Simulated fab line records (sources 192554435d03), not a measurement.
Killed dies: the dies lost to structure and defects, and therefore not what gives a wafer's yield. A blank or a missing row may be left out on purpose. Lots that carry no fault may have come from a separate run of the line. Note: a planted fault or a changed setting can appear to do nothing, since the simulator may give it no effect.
fab line records	flow n5-finfet
record lots=7	wafers=21
route steps=1938 shown BEOL_M0@715 BEOL_M1@751 BEOL_M2@843 BEOL_M3@957 BEOL_M5@1120
start-h: start of the lot's first displayed wafer, in hours after the record's first day	wait-h: hours from the lot's prior step to this one	" as in the row above	L1.1+2: a row that stands for several wafers	- no value present, or no start provided	* or withheld: withheld	< > ~ a bound
route shown NAME@n: a module of which the file shows steps, and the number in the route of the first	usual: the fault-free wafers' mean and standard deviation	same: alike in all rows	chamber/n: place in a boat	sites: the reading at each site	_std_site: standard deviation across them	_edge_site: outer sites' mean less inner sites'	radius-mm: for every site, how far away it sits from the centre of the wafer	mask NAME#n: copy n	behind: the tool/chamber that last shaped the wafer	hold: the reason the lot was held/the length of the hold in hours/how it ended	device: which transistor (n, p or np) failed to switch	end of line: at the end of the route, the tests of the same wafers	a step given without rows: its recipe and nothing more	killed: dies that structure and defects cost at the first sort, which is not the same as the wafer's yield	map: per-die view of a wafer (x killed, . not killed, _ where there is no die)
set.NAME: setting as actually run; set.NAME@STEP: the setting as run at that earlier step	model.NAME: the simulator's own value behind a step, which no gauge read
lots where settings were altered on purpose, with a table for each step and a row for each wafer
## steps
# step N5_BEOL_M0_ETCH_138
# recipe chemistry=CH3F/O2	target-depth-a=120	target=SiCN	time-s=31.6	ion-energy-ev=120	pressure-mtorr=30	source-w=395	bias-w=75	Ar_flow_sccm=150	CH3F_flow_sccm=30	O2_flow_sccm=20	ends=cleared
# usual rf-vpp-V=296.8/1.4
lot.wafer	tool	chamber	start-h	wait-h	set.source-w	rf-vpp-V
L074.1	rie-diel-02	2	116.34	0.0	395	299.6
L074.2	"	1	"	"	395	297.1
L074.6	"	3	"	"	395	295.8
L075.1	rie-diel-06	1	128.62	0.0	395	297.7
L075.4	"	2	"	"	372.8	304.0
L075.5	"	0	"	"	372.8	302.4
L076.2	rie-diel-02	0	140.07	0.0	395	296.3
L076.3	"	2	"	"	395	300.2
L076.6	"	3	"	"	395	297.2
L079.2	rie-diel-04	1	147.36	0.0	395	296.2
L079.3	"	2	"	"	416.1	292.2
L079.4	"	3	"	"	395	296.9
L080.3	rie-diel-06	0	161.67	0.0	395	297.3
L080.5	"	0	"	"	395	295.7
L080.6	"	1	"	"	464.1	283.0
L092.1	rie-diel-02	3	223.78	0.0	395	296.2
L092.4	"	1	"	"	420	287.8
L092.5	"	1	"	"	420	290.2
L096.2	rie-diel-04	3	248.95	0.0	395	296.4
L096.4	"	0	"	"	395	296.7
L096.6	"	2	"	"	430.2	289.6
# step N5_BEOL_M0_TRENCH_ETCH_107
# recipe chemistry=C4F6/O2	target-depth-a=328	target=SiOC	time-s=16.4	ion-energy-ev=250	pressure-mtorr=30	source-w=355	bias-w=185	Ar_flow_sccm=300	C4F6_flow_sccm=10	O2_flow_sccm=10
lot.wafer	tool	chamber	start-h	wait-h	set.target-depth-a	model.BEOL_M0.feature-depth-nm
L074.1	rie-diel-06	1	117.23	0.0	328	34
L074.2	"	0	"	"	328	32.4
L074.6	"	3	"	"	328	32.8
L075.1	rie-diel-06	3	131.54	0.0	300.6	30.2
L075.4	"	2	"	"	300.6	28.8
L075.5	"	1	"	"	328	33.8
L076.2	rie-diel-06	0	143.05	0.0	353.3	34.2
L076.3	"	1	"	"	353.3	35.8
L076.6	"	3	"	"	353.3	35.4
L079.2	rie-diel-06	0	148.43	0.0	328	32
L079.3	"	1	"	"	353.1	36.2
L079.4	"	2	"	"	353.1	33.8
L080.3	rie-diel-06	0	162.67	0.0	310.8	30.6
L080.5	"	1	"	"	328	33.4
L080.6	"	3	"	"	310.8	31.4
L092.1+5	rie-diel-06	1	226.65	0.0	305.7	30.4
L092.4	"	0	"	"	305.7	30.6
L096.2	rie-diel-06	3	253.41	0.0	314.2	31.8
L096.4	"	1	"	"	328	33.2
L096.6	"	3	"	"	314.2	31.2
# step N5_BEOL_M1_ILD_DEP_00
# recipe material=SiOC	target-thk-a=790	temp-c=350	precursor=DEMS/O2	pressure-torr=5	rf-w=500	time-s=15.3
lot.wafer	tool	chamber	start-h	wait-h	set.time-s	model.SiOC_of_BEOL_M1_ILD_DEP_00.thk-nm
L074.1	pecvd-01	1	120.77	0.0	15.3	77.8
L074.2	"	2	"	"	15.3	80
L074.6	"	0	"	"	15.3	81
L075.1+4	pecvd-01	2,0	134.75	0.0	15.3	80.2
L075.5	"	2	"	"	14.26	76.8
L076.2	pecvd-01	0	146.79	0.0	17.34	89
L076.3	"	1	"	"	15.3	78
L076.6	"	0	"	"	15.3	80.8
L079.2	pecvd-02	1	151.90	0.0	15.3	78
L079.3	"	0	"	"	13.55	69
L079.4	"	1	"	"	13.55	69.6
L080.3	pecvd-01	2	165.97	0.0	15.3	80.2
L080.5	"	2	"	"	15.3	80.8
L080.6	"	0	"	"	15.3	81
L092.1	pecvd-02	1	230.23	0.0	15.3	77.6
L092.4	"	2	"	"	17.26	90.2
L092.5	"	1	"	"	15.3	78.6
L096.2	pecvd-04	0	260.78	0.0	15.3	78.6
L096.4	"	2	"	"	15.3	80.8
L096.6	"	1	"	"	15.3	81.2
# step N5_BEOL_M1_THK_MEAS_01
# recipe reads=SiOC_of_BEOL_M1_ILD_DEP_00
# usual M1_ILD_THK=79.3/1.2
lot.wafer	tool	chamber	start-h	wait-h	set.time-s@BEOL_M1_ILD_DEP_00	M1_ILD_THK[nm]
L074.1	film-metro-01	-	120.84	0.0	15.3	77.7
L074.2	"	-	"	"	15.3	80.0
L074.6	"	-	"	"	15.3	81.0
L075.1	film-metro-01	-	134.82	0.0	15.3	80.1
L075.4	"	-	"	"	15.3	80.2
L075.5	"	-	"	"	14.26	76.8
L076.2	film-metro-01	-	146.86	0.1	17.34	89.0
L076.3	"	-	"	"	15.3	78.0
L076.6	"	-	"	"	15.3	80.8
L079.2	film-metro-01	-	151.97	0.1	15.3	77.9
L079.3	"	-	"	"	13.55	69.1
L079.4	"	-	"	"	13.55	69.6
L080.3	film-metro-02	-	166.03	0.1	15.3	80.1
L080.5	"	-	"	"	15.3	80.9
L080.6	"	-	"	"	15.3	81.0
L092.1	film-metro-01	-	230.29	0.0	15.3	77.8
L092.4	"	-	"	"	17.26	90.3
L092.5	"	-	"	"	15.3	78.5
L096.2	film-metro-02	-	260.84	0.1	15.3	78.6
L096.4	"	-	"	"	15.3	80.7
L096.6	"	-	"	"	15.3	81.1
# step N5_BEOL_M1_HM_DEP_02
# recipe material=TiN	target-thk-a=200	temp-c=25	chamber-pressure-pa=0.49996
lot.wafer	tool	chamber	start-h	wait-h	set.target-thk-a	model.TiN_of_BEOL_M1_HM_DEP_02.thk-nm
L074.1	pvd-sputter-02	-	122.49	1.6	200	19.8
L074.2	"	-	"	"	200	20
L074.6	"	-	"	"	200	19.6
L075.1	pvd-sputter-02	-	135.43	0.6	218.8	21.8
L075.4	"	-	"	"	200	19.4
L075.5	"	-	"	"	218.8	21.6
L076.2+6	pvd-sputter-03	-	148.46	1.5	173.7	17.6
L076.3	"	-	"	"	200	20.2
L079.2+4	pvd-sputter-01	-	153.07	1.0	200	20.6
L079.3	"	-	"	"	200	20.2
L080.3	pvd-sputter-02	-	168.33	2.2	200	19.8
L080.5	"	-	"	"	200	19.6
L080.6	"	-	"	"	176.1	17.4
L092.1	pvd-sputter-03	-	231.28	0.9	200	20.6
L092.4+5	"	-	"	"	200	19.8
L096.2	pvd-sputter-01	-	261.18	0.3	200	20.4
L096.4+6	"	-	"	"	200	20.6
# step N5_BEOL_M1_COAT_61
# recipe resist=SOC	temp-c=250	time-s=60	spin-rpm=1500	resist-thk-nm=60
# step N5_BEOL_M1_COAT_62
# recipe resist=SiARC	temp-c=220	time-s=60	spin-rpm=1500	resist-thk-nm=12
# step N5_BEOL_M1_STRIP_75
# recipe chemistry=N2/H2	temp-c=40	n2-flow-sccm=200	h2-flow-sccm=200	rf-frequency-hz=6e+07
# step N5_BEOL_M1_STRIP_66
# recipe chemistry=CF4	resist=SiARC	power-w=300	bias-power-w=75	pressure-mtorr=50	cf4-flow-sccm=150	rf-frequency-hz=6e+07
# step N5_BEOL_M1_HM_OPEN_17
# recipe chemistry=Cl2/BCl3	target-depth-a=200	overetch-a=60	target=TiN	mask-material=SOC	ion-energy-ev=150	pressure-mtorr=10	icp-w=1000	bias-w=126	Cl2_flow_sccm=53.25	bcl3-flow-sccm=21.75	Ar_flow_sccm=25
lot.wafer	tool	chamber	start-h	wait-h	set.target-thk-a@BEOL_M1_HM_DEP_02	model.etch.depth-nm
L074.1	rie-metal-03	0	123.26	0.0	200	19.84
L074.2	"	1	"	"	200	20.02
L074.6	"	1	"	"	200	19.63
L075.1	rie-metal-02	1	136.32	0.0	218.8	21.85
L075.4	"	1	"	"	200	19.48
L075.5	"	0	"	"	218.8	21.56
L076.2	rie-metal-02	0	149.40	0.0	173.7	17.61
L076.3	"	1	"	"	200	20.16
L076.6	"	1	"	"	173.7	17.55
L079.2	rie-metal-01	0	153.95	0.0	200	20.53
L079.3	"	1	"	"	200	20.28
L079.4	"	0	"	"	200	20.62
L080.3	rie-metal-02	1	169.75	0.1	200	19.84
L080.5	"	1	"	"	200	19.53
L080.6	"	0	"	"	176.1	17.4
L092.1	rie-metal-02	0	232.18	0.0	200	20.55
L092.4	"	1	"	"	200	19.83
L092.5	"	1	"	"	200	19.79
L096.2	rie-metal-03	1	261.94	0.0	200	20.33
L096.4	"	0	"	"	200	20.53
L096.6	"	1	"	"	200	20.63
# step N5_BEOL_M1_STRIP_19
# recipe chemistry=O2	power-w=400	temp-c=40	pressure-mtorr=30	rf-frequency-hz=6e+07	bias-power-w=0	overash-fraction=0.2	o2-flow-sccm=225
# step N5_BEOL_M1_STRIP_83
# recipe chemistry=C4F6/O2	resist=SiARC	rf-frequency-hz=6e+07
# step N5_BEOL_M1_STRIP_36
# recipe chemistry=N2/H2	power-w=450	temp-c=40	pressure-mtorr=20	rf-frequency-hz=6e+07	overash-fraction=0.3	bias-power-w=7	h2-frac=0.5	n2-flow-sccm=200	h2-flow-sccm=200
# step N5_BEOL_M1_TRENCH_ETCH_37
# recipe chemistry=C4F6/O2	target-depth-a=552.07	target=SiOC	time-s=29	ion-energy-ev=250	pressure-mtorr=30	source-w=355	bias-w=185	Ar_flow_sccm=300	C4F6_flow_sccm=10	O2_flow_sccm=10
lot.wafer	tool	chamber	start-h	wait-h	set.target-thk-a@BEOL_M1_HM_DEP_02	model.TiN_of_BEOL_M1_HM_DEP_02.thk-nm
L074.1	rie-diel-05	1	-	-	200	17.6
L074.2	"	0	"	"	200	17.8
L074.6	"	3	"	"	200	17.2
L075.1	rie-diel-01	3	-	-	218.8	19.6
L075.4	"	0	"	"	200	17.2
L075.5	"	1	"	"	218.8	19.2
L076.2	rie-diel-03	0	-	-	173.7	15.4
L076.3	"	1	"	"	200	17.8
L076.6	"	3	"	"	173.7	15.2
L079.2+4	rie-diel-03	0,3	-	-	200	18.2
L079.3	"	1	"	"	200	18
L080.3	rie-diel-05	2	-	-	200	17.6
L080.5	"	3	"	"	200	17.2
L080.6	"	2	"	"	176.1	15
L092.1	rie-diel-05	1	-	-	200	18.4
L092.4	"	3	"	"	200	17.4
L092.5	"	1	"	"	200	17.6
L096.2	rie-diel-01	1	-	-	200	18
L096.4+6	"	0,1	"	"	200	18.2
# step N5_BEOL_M2_PECVD_72
# recipe material=SiO2	target-thk-a=160	temp-c=400	precursor=TEOS/O2	pressure-torr=5.5	rf-w=450	teos-flow-sccm=53.8	gas=O2	flow-sccm=3000	time-s=18
lot.wafer	tool	chamber	start-h	wait-h	set.time-s	model.SiO2_of_BEOL_M2_PECVD_72.thk-nm
L074.1	pecvd-03	0	128.86	0.0	18	16
L074.2	"	1	"	"	18	15.6
L074.6	"	0	"	"	18	16.2
L075.1	pecvd-01	2	145.04	0.0	18	15.4
L075.4	"	2	"	"	18	15.6
L075.5	"	0	"	"	18	15.8
L076.2+3	pecvd-01	0,1	158.02	0.0	18	16
L076.6	"	2	"	"	18	16.2
L079.2+3	pecvd-01	1,0	160.35	0.0	18	15.6
L079.4	"	0	"	"	18	15.8
L080.3	pecvd-03	2	178.41	0.0	18	16
L080.5	"	1	"	"	16.77	15.2
L080.6	"	2	"	"	16.77	15.4
L092.1	pecvd-03	2	239.26	0.0	18.89	17
L092.4	"	0	"	"	18	16.2
L092.5	"	2	"	"	18	16.6
L096.2	pecvd-02	1	267.23	0.0	16.63	15
L096.4	"	1	"	"	18	16.4
L096.6	"	0	"	"	18	16.2
# step N5_BEOL_M2_ETCHBACK_99
# recipe chemistry=CHF3	target=SiO2	target-depth-a=50	time-s=10.4	source-w=215	bias-w=47	Ar_flow_sccm=200	CHF3_flow_sccm=12	ion-energy-ev=100	pressure-mtorr=30
lot.wafer	tool	chamber	start-h	wait-h	set.time-s
L074.1+2+6	rie-diel-06	1,3,2	135.37	2.1	10.4
L075.1+4+5	rie-diel-02	2,3,3	152.68	2.7	10.4
L076.2+3+6	rie-diel-02	1,3,0	162.67	1.5	10.4
L079.2+3+4	rie-diel-02	1,2,1	169.43	6.9	11.86
L080.3+5+6	rie-diel-02	3,0,1	181.43	0.2	10.4
L092.1+4+5	rie-diel-02	1,2,3	252.79	9.8	10.4
L096.2+6	rie-diel-04	3,2	269.74	0.1	10.4
L096.4	"	1	"	"	11.24
# step N5_BEOL_M2_ETCH_70
# recipe chemistry=N2/H2	target=SOC	target-depth-a=800	overetch-a=240	mask-material=SiARC	temp-c=40	time-s=130	ion-energy-ev=200	pressure-mtorr=30	source-w=840	bias-w=150	n2-flow-sccm=200	h2-flow-sccm=200
# step N5_BEOL_M2_STRIP_71
# recipe chemistry=N2/H2	temp-c=40	n2-flow-sccm=200	h2-flow-sccm=200	rf-frequency-hz=6e+07
# step N5_BEOL_M2_STRIP_97
# recipe chemistry=N2/H2	time-s=10	power-w=450	temp-c=40	pressure-mtorr=20	rf-frequency-hz=6e+07	bias-power-w=7	n2-flow-sccm=200	h2-flow-sccm=200
# step N5_BEOL_M2_HM_STRIP_39
# recipe chemistry=peroxide-tin-strip	material=TiN	target-depth-a=250	temp-c=50	time-s=158
lot.wafer	tool	chamber	start-h	wait-h	set.time-s@BEOL_M2_PECVD_72	model.SiO2_of_BEOL_M2_PECVD_72.thk-nm
L074.1	wet-bench-02	7	135.96	0.2	18	15.8
L074.2	"	4	"	"	18	15.6
L074.6	"	2	"	"	18	16
L075.1	wet-bench-04	4	153.11	0.0	18	15.2
L075.4+5	"	3,2	"	"	18	15.6
L076.2	wet-bench-06	3	163.09	0.0	18	16
L076.3	"	1	"	"	18	15.8
L076.6	"	0	"	"	18	16.2
L079.2	wet-bench-06	6	169.86	0.0	18	15.4
L079.3	"	4	"	"	18	15.6
L079.4	"	2	"	"	18	15.8
L080.3	wet-bench-02	4	181.86	0.0	18	16
L080.5	"	7	"	"	16.77	15
L080.6	"	2	"	"	16.77	15.2
L092.1	wet-bench-06	4	253.22	0.0	18.89	16.8
L092.4	"	1	"	"	18	16
L092.5	"	5	"	"	18	16.4
L096.2	wet-bench-02	5	270.17	0.0	16.63	14.8
L096.4	"	0	"	"	18	16.2
L096.6	"	6	"	"	18	16
# step N5_BEOL_M3_COAT_67
# recipe resist=SOC	temp-c=250	time-s=60	spin-rpm=1500	resist-thk-nm=60
lot.wafer	tool	chamber	start-h	wait-h	set.spin-rpm	model.SOC_of_BEOL_M3_COAT_67.thk-nm
L074.1+2	litho-track-01	0	142.99	0.0	1500	59.6
L074.6	"	0	"	"	1500	59.8
L075.1+5	litho-track-01	0	158.86	0.0	1500	59.8
L075.4	"	0	"	"	1557	58.6
L076.2+3	litho-track-04	0	170.47	0.0	1500	60
L076.6	"	0	"	"	1379	62.6
L079.2+3	litho-track-04	0	175.98	0.0	1500	60
L079.4	"	0	"	"	1500	60.2
L080.3+6	litho-track-02	0	187.23	0.0	1500	60.2
L080.5	"	0	"	"	1607	58
L092.1	litho-track-04	0	261.60	0.0	1500	60
L092.4	"	0	"	"	1580	58.4
L092.5	"	0	"	"	1580	58.2
L096.2+6	litho-track-04	0	281.60	0.0	1500	60
L096.4	"	0	"	"	1500	60.2
# step N5_BEOL_M3_EXPOSE_25
# recipe mask-id=V2	na=0.33	source-shape=quasar	sigma-inner=0.2	sigma-outer=0.8	polarization=unpolarized	defocus-nm=5	dose-mj=63
lot.wafer	tool	chamber	start-h	wait-h	mask	set.dose-mj
L074.1+2+6	euv-scanner-01	0	143.25	-	V2#0	63
L075.1+4+5	euv-scanner-01	0	158.99	-	V2#0	63
L076.2+3	euv-scanner-01	0	170.74	-	V2#0	65.77
L076.6	"	0	"	"	V2#0	63
L079.2+3+4	euv-scanner-02	0	176.25	-	V2#0	63
L080.3+5+6	euv-scanner-02	0	187.38	-	V2#0	63
L092.1+4+5	euv-scanner-01	0	261.87	-	V2#0	63
L096.2+4+6	euv-scanner-02	0	281.87	-	V2#0	63
# step N5_BEOL_M3_PEB_26
# recipe peb-temp-c=100	peb-time-s=60	resist=CAR-EUV
# step N5_BEOL_M3_DEVELOP_27
# recipe develop-time-s=30	developer=TMAH	resist=CAR-EUV	rinse-liquid=surfactant-rinse	dry=air-spin	dev-temp-c=23
# step N5_BEOL_M3_ALD_98
# recipe material=SiO2	target-thk-a=25	temp-c=100	ald-precursor-family=BDEAS	ald-co-reactant=O2-plasma	pulse-time-s=1	co-reactant-pulse-time-s=1	purge-time-s=2	co-reactant-purge-time-s=2	ald-cycles=17	pressure-torr=2
# step N5_BEOL_M3_ETCHBACK_99
# recipe chemistry=CHF3	target=SiO2	target-depth-a=50	time-s=10.4	source-w=215	bias-w=47	Ar_flow_sccm=200	CHF3_flow_sccm=12	ion-energy-ev=100	pressure-mtorr=30
# step N5_BEOL_M3_ETCH_70
# recipe chemistry=N2/H2	target=SOC	target-depth-a=800	overetch-a=160	mask-material=SiARC	temp-c=40	time-s=120	ion-energy-ev=200	pressure-mtorr=30	source-w=840	bias-w=150	n2-flow-sccm=200	h2-flow-sccm=200
lot.wafer	tool	chamber	start-h	wait-h	set.spin-rpm@BEOL_M3_COAT_67	model.etch.depth-nm
L074.1	rie-diel-01	3	149.38	0.0	1500	59.66
L074.2	"	2	"	"	1500	59.58
L074.6	"	0	"	"	1500	59.76
L075.1	rie-diel-05	0	164.23	0.0	1500	59.81
L075.4	"	1	"	"	1557	58.61
L075.5	"	0	"	"	1500	59.78
L076.2	rie-diel-05	3	175.18	0.0	1500	59.9
L076.3	"	1	"	"	1500	59.99
L076.6	"	0	"	"	1379	62.53
L079.2	rie-diel-05	0	178.08	0.0	1500	60.08
L079.3	"	1	"	"	1500	60.1
L079.4	"	2	"	"	1500	60.27
L080.3	rie-diel-03	1	187.94	0.0	1500	60.16
L080.5	"	3	"	"	1607	58.08
L080.6	"	2	"	"	1500	60.11
L092.1	rie-diel-03	3	262.42	0.0	1500	60.03
L092.4	"	2	"	"	1580	58.46
L092.5	"	2	"	"	1580	58.24
L096.2	rie-diel-03	1	288.05	0.0	1500	60.01
L096.4	"	3	"	"	1500	60.16
L096.6	"	0	"	"	1500	60.04
# step N5_BEOL_M3_STRIP_71
# recipe chemistry=N2/H2	temp-c=40	n2-flow-sccm=200	h2-flow-sccm=200	rf-frequency-hz=6e+07
# step N5_BEOL_M3_STRIP_78
# recipe chemistry=N2/H2	temp-c=40	n2-flow-sccm=200	h2-flow-sccm=200	rf-frequency-hz=6e+07
# step N5_BEOL_M3_VIA_ETCH_34
# recipe chemistry=C4F6/O2	target-depth-a=694	mask-material=SOC	pressure-mtorr=15	ion-energy-ev=250	taper-deg=4	time-s=65.9	source-w=350	bias-w=170	Ar_flow_sccm=300	C4F6_flow_sccm=10	O2_flow_sccm=10
lot.wafer	tool	chamber	start-h	wait-h	set.spin-rpm@BEOL_M3_COAT_67	model.SOC_of_BEOL_M3_COAT_67.thk-nm
L074.1	rie-diel-01	3	149.48	0.0	1500	52
L074.2+6	"	2,0	"	"	1500	51.4
L075.1+5	rie-diel-05	0	164.33	0.0	1500	51.6
L075.4	"	1	"	"	1557	51
L076.2	rie-diel-05	3	175.28	0.0	1500	51.6
L076.3	"	1	"	"	1500	52.4
L076.6	"	0	"	"	1379	54.4
L079.2	rie-diel-05	0	178.18	0.0	1500	52
L079.3	"	1	"	"	1500	52.4
L079.4	"	2	"	"	1500	52.2
L080.3	rie-diel-03	1	188.04	0.0	1500	52
L080.5	"	3	"	"	1607	49.8
L080.6	"	2	"	"	1500	51.6
L092.1	rie-diel-03	3	262.53	0.0	1500	51.8
L092.4	"	2	"	"	1580	50
L092.5	"	2	"	"	1580	49.8
L096.2	rie-diel-03	1	288.16	0.0	1500	52
L096.4+6	"	3,0	"	"	1500	51.8
# step N5_BEOL_M5_COAT_05
# recipe resist=CAR-EUV	spin-rpm=1500	resist-thk-nm=30
lot.wafer	tool	chamber	start-h	wait-h	set.spin-rpm	model.CAR-EUV_of_BEOL_M5_COAT_05.thk-nm
L074.1+2+6	litho-track-01	0	-	-	1500	30
L075.1	litho-track-04	0	-	-	1598	29.2
L075.4+5	"	0	"	"	1500	30.2
L076.2+6	litho-track-03	0	-	-	1500	30
L076.3	"	0	"	"	1337	31.8
L079.2+4	litho-track-03	0	-	-	1500	30
L079.3	"	0	"	"	1500	29.8
L080.3+6	litho-track-03	0	-	-	1500	30
L080.5	"	0	"	"	1500	29.8
L092.1	litho-track-03	0	-	-	1567	29.4
L092.4+5	"	0	"	"	1500	30
L096.2	litho-track-03	0	-	-	1545	29.8
L096.4+6	"	0	"	"	1500	30.2
## key
split step=N5_BEOL_M0_ETCH_138	setting=source-w	stated=395	by=wafer
response step=N5_BEOL_M0_ETCH_138	reading=rf-vpp-V	change=-0.822	per=1%	r=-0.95
split step=N5_BEOL_M0_TRENCH_ETCH_107	setting=target-depth-a	stated=328	by=wafer
response step=N5_BEOL_M0_TRENCH_ETCH_107	reading=model.BEOL_M0.feature-depth-nm	change=+0.453	per=1%	r=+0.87
split step=N5_BEOL_M1_ILD_DEP_00	setting=time-s	stated=15.3	by=wafer
response step=N5_BEOL_M1_ILD_DEP_00	reading=model.SiOC_of_BEOL_M1_ILD_DEP_00.thk-nm	change=+0.782	per=1%	r=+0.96
response step=N5_BEOL_M1_THK_MEAS_01	reading=M1_ILD_THK	change=+0.78	per=1%	r=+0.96
split step=N5_BEOL_M1_HM_DEP_02	setting=target-thk-a	stated=200	by=wafer
response step=N5_BEOL_M1_HM_DEP_02	reading=model.TiN_of_BEOL_M1_HM_DEP_02.thk-nm	change=+0.206	per=1%	r=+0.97
response step=N5_BEOL_M1_HM_OPEN_17	reading=model.etch.depth-nm	change=+0.204	per=1%	r=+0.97
response step=N5_BEOL_M1_TRENCH_ETCH_37	reading=model.TiN_of_BEOL_M1_HM_DEP_02.thk-nm	change=+0.204	per=1%	r=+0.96
split step=N5_BEOL_M2_PECVD_72	setting=time-s	stated=18	by=wafer
response step=N5_BEOL_M2_PECVD_72	reading=model.SiO2_of_BEOL_M2_PECVD_72.thk-nm	change=+0.137	per=1%	r=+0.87
response step=N5_BEOL_M2_HM_STRIP_39	reading=model.SiO2_of_BEOL_M2_PECVD_72.thk-nm	change=+0.147	per=1%	r=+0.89
split step=N5_BEOL_M2_ETCHBACK_99	setting=time-s	stated=10.4	by=wafer
response none clear
split step=N5_BEOL_M3_COAT_67	setting=spin-rpm	stated=1500	by=wafer
response step=N5_BEOL_M3_COAT_67	reading=model.SOC_of_BEOL_M3_COAT_67.thk-nm	change=-0.317	per=1%	r=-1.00
response step=N5_BEOL_M3_ETCH_70	reading=model.etch.depth-nm	change=-0.309	per=1%	r=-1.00
response step=N5_BEOL_M3_VIA_ETCH_34	reading=model.SOC_of_BEOL_M3_COAT_67.thk-nm	change=-0.29	per=1%	r=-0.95
split step=N5_BEOL_M3_EXPOSE_25	setting=dose-mj	stated=63	by=wafer
response none clear
split step=N5_BEOL_M5_COAT_05	setting=spin-rpm	stated=1500	by=wafer
response step=N5_BEOL_M5_COAT_05	reading=model.CAR-EUV_of_BEOL_M5_COAT_05.thk-nm	change=-0.158	per=1%	r=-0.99
